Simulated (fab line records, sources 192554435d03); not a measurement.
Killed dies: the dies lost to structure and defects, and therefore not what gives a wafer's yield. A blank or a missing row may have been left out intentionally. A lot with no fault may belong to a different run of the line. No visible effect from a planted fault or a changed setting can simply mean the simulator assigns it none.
Which tool is to blame? | flow n5Finfet | 29 wafers from 11 lots sampled at 2 of the route's 1938 steps

WHAT THE GAUGES READ, wafer by wafer
N5_BEOL_M8_CD_MEAS_18: pitch 80 nm, target cd 40 nm.
lot  | measured     | on       | cdNm (nm)
L792 | day 9 11:10  | cdSem-02 | 40.0 41.4 39.2
L801 | day 11 14:37 | cdSem-02 | 40.5 40.5 39.9
L804 | day 12 12:31 | cdSem-03 | 40.3 39.8
L805 | day 12 22:53 | cdSem-02 | 40.1 40.1
L807 | day 13 07:55 | cdSem-03 | 40.2 40.4 40.1
L808 | day 13 08:17 | cdSem-03 | 41.5 41.5
L810 | day 13 19:00 | cdSem-01 | 39.8 40.5 40.4
L809 | day 13 23:40 | cdSem-03 | 39.7 39.7
L812 | day 14 02:38 | cdSem-01 | 38.3 39.7 40.3
L813 | day 14 18:59 | cdSem-03 | 40.4 41.4 40.4
L814 | day 15 06:30 | cdSem-02 | 40.4 40.0 40.4

WHICH TOOL RAN EACH LOT (tool, then ch and the chambers of the sampled wafers, then the start)
lot  | N5_BEOL_M8_STRIP_19
L792 | rieDiel-01 ch 0,1,3, day 9 11:05
L801 | rieDiel-04 ch 0,1,3, day 11 14:32
L804 | rieDiel-04 ch 2,3, day 12 12:27
L805 | rieDiel-01 ch 0, day 12 22:49
L807 | rieDiel-04 ch 1,2, day 13 07:51
L808 | rieDiel-04 ch 0,3, day 13 08:13
L810 | rieDiel-05 ch 0,1,3, day 13 18:56
L809 | rieDiel-01 ch 0,3, day 13 23:36
L812 | rieDiel-04 ch 0,2,3, day 14 02:34
L813 | rieDiel-04 ch 2,3, day 14 18:55
L814 | rieDiel-05 ch 0,2,3, day 15 06:26
- N5_BEOL_M8_STRIP_19: strips in O2.

THE ANSWER, worked out from the rows above alone
Rule: the lots themselves supply what counts as usual. Put in order of their means at a reading, lots are off if they are a third of the lots or fewer, leave a main group of 4 or more, and stand apart from it by a gap of 3 or more times the standard deviation of the main group's means; of several such gaps the widest counts. A main group whose means are all the same, to the digits that the tables above print for the reading, isn't used. Also off: a lot with no number at a reading for which 4 or more lots have one. All remaining lots with rows at the step are treated as sound.
Nothing can be told from this: no lot is off at any reading shown.

WHAT WAS PUT IN BY THE SIMULATOR
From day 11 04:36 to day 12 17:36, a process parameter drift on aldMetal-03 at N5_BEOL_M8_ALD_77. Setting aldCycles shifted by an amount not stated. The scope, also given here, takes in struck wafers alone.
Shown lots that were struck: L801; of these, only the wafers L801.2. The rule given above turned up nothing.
